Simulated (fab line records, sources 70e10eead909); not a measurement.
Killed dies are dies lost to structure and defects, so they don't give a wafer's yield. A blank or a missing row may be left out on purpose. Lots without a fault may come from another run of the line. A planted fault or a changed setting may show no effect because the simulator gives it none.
Chamber matching | flow nand_harc | NHARC_P_CONTACT_CMP_01 on cmp-03: 4 sister chambers
The step polishes SiO2, target thk 200 nm. 8 wafers are shown with their chamber, then 9 later ones without.

WAFERS WITH THEIR CHAMBER
wafer  | chamber | motor_current_A (A) | slurry_flow_ml_min
L076.2 | 0       | 11.2                | 150.1
L079.1 | 1       | 12.0                | 150.7
L078.1 | 2       | 13.2                | 149.6
L078.5 | 3       | 12.7                | 150.9
L078.6 | 2       | 12.4                | 150.1
L083.2 | 1       | 11.0                | 150.5
L083.5 | 0       | 12.2                | 149.9
L083.6 | 3       | 12.5                | 150.2

WAFERS WITHOUT THEIR CHAMBER
wafer  | motor_current_A (A) | slurry_flow_ml_min
L085.2 | 11.4                | 150.1
L085.3 | 13.7                | 149.6
L085.5 | 12.0                | 150.2
L090.2 | 12.3                | 150.4
L090.4 | 12.4                | 149.6
L090.5 | 13.2                | 150.5
L095.1 | 12.7                | 149.5
L095.3 | 12.5                | 148.9
L095.6 | 12.8                | 150.5

WHICH CHAMBER EACH WENT THROUGH
wafer  | from the rows above               | in truth
L085.2 | can't be placed: 0 or 1 or 3 or 2 | 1
L085.3 | can't be placed: 2 or 3 or 0      | 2
L085.5 | can't be placed: 0 or 3 or 1 or 2 | 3
L090.2 | can't be placed: 3 or 1 or 0 or 2 | 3
L090.4 | can't be placed: 2 or 0 or 3      | 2
L090.5 | can't be placed: 3 or 2 or 1 or 0 | 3
L095.1 | can't be placed: 2 or 0           | 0
L095.3 | can't be placed: 2 or 0           | 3
L095.6 | can't be placed: 3 or 2 or 1      | 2
Placed correctly: 0 of 9. Can't be placed from these rows: 9 (the true chamber is among the candidates in 8). Placed wrongly: 0.
How it was worked out, from the rows above alone: a wafer's distance from a chamber is the root of the sum, over the readings, of the square of ((its reading less the chamber's mean) divided by the reading's scatter). The wafer belongs to the nearest chamber; if the next one is less than 2 further off, it can't be placed. A chamber's mean is the mean of its shown wafers. The scatter: the root of (the sum of the squares of (reading less its chamber's mean) over the shown wafers, divided by (wafers less chambers)).
